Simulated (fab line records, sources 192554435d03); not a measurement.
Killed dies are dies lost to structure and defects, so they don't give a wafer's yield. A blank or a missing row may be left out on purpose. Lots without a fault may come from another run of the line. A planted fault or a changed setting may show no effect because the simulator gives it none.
Split-lot experiment | flow n5_finfet | 7 lots, 21 wafers read, on a route of 1938 steps

THE SPLIT
At N5_SDB_EXPOSE_08 (exposes mask SDB), the setting dose_mj was moved away from the recipe's 49.6 on 4 of the 21 wafers read, by -4.5% to +6.8%. The other wafers ran this setting at the recipe's value.

FROM THE SPLIT TO THE READING: what the file shows between them, 2 steps
- N5_SDB_PEB_09: peb time 60 s
- N5_SDB_DEVELOP_10: develop time 30 s

THE READING
cd_nm, in nm, at N5_SDB_CD_MEAS_11 (target cd 50 nm). Fault-free wafers of this fab line usually give 49.9 nm, standard deviation 0.86 nm.

wafer  | tool, chamber at the split | dose_mj as run | against the recipe | cd_nm, nm | against lot-mates on the recipe
L079.1 | arfi_scanner-03, 0         | 49.6           | recipe             | 48.9      | -
L079.4 | arfi_scanner-03, 0         | 49.6           | recipe             | 49.6      | -
L079.6 | arfi_scanner-03, 0         | 49.6           | recipe             | 49.5      | -
L080.2 | arfi_scanner-01, 0         | 49.6           | recipe             | 50.6      | -
L080.3 | arfi_scanner-01, 0         | 49.6           | recipe             | 50.3      | -
L080.6 | arfi_scanner-01, 0         | 49.6           | recipe             | 50.9      | -
L083.2 | arfi_scanner-02, 0         | 52.95          | +6.8%              | 58.1      | +8.5
L083.3 | arfi_scanner-02, 0         | 49.6           | recipe             | 50.0      | -
L083.4 | arfi_scanner-02, 0         | 49.6           | recipe             | 49.3      | -
L086.4 | arfi_scanner-02, 0         | 49.6           | recipe             | 50.6      | -
L086.5 | arfi_scanner-02, 0         | 49.6           | recipe             | 51.1      | -
L086.6 | arfi_scanner-02, 0         | 49.6           | recipe             | 51.3      | -
L088.1 | arfi_scanner-02, 0         | 49.6           | recipe             | 50.5      | -
L088.4 | arfi_scanner-02, 0         | 52.74          | +6.3%              | 57.2      | +7.5
L088.6 | arfi_scanner-02, 0         | 49.6           | recipe             | 48.9      | -
L089.4 | arfi_scanner-01, 0         | 49.6           | recipe             | 49.9      | -
L089.5 | arfi_scanner-01, 0         | 52.14          | +5.1%              | 56.3      | +5.6
L089.6 | arfi_scanner-01, 0         | 49.6           | recipe             | 51.5      | -
L094.2 | arfi_scanner-01, 0         | 47.35          | -4.5%              | 43.7      | -6.8
L094.3 | arfi_scanner-01, 0         | 49.6           | recipe             | 50.5      | -
L094.6 | arfi_scanner-01, 0         | 49.6           | recipe             | 50.5      | -

THE FIT
A straight line over all 21 wafers: cd_nm changes by +1.2 nm for each +1% of dose_mj; r = +0.97; the points scatter about the line by 0.77 nm.
The same after taking each lot's own level away (the mean of its wafers on the recipe; 21 wafers): +1.25 nm for each +1%; r = +0.99; scatter 0.53 nm.
On that fit, the largest move of dose_mj shifts the reading by 8.4 nm.
The lots' own levels span 49.33 to 51.00 nm, that is 1.9 times the standard deviation above.
So the lot-to-lot level changes the slope little: the two slopes agree.
Check: with one of the wafers moved furthest among these (+6.8%) left out of the fit, the line predicts +8.27 nm for it against its lot-mates. It came out at +8.45 nm against them.

THE WHOLE CHAIN: every reading that the file lists as answering this split, in the file's order
step              | what it does                                         | reading                                                           | change (the file's fit)              | r (the file's)
N5_SDB_CD_MEAS_11 | target cd 50 nm                                      | cd_nm                                                             | +1.24 nm for each +1% of the setting | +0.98
N5_SDB_ETCH_17    | etches SiARC in CF4, target depth 23.4 nm, time 39 s | SDB.cd_offset_nm (the simulator's own value, which no gauge read) | +1.23 nm for each +1% of the setting | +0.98

THE FILE'S OWN FIT
cd_nm changes by +1.24 nm for each +1% of dose_mj, r = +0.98.
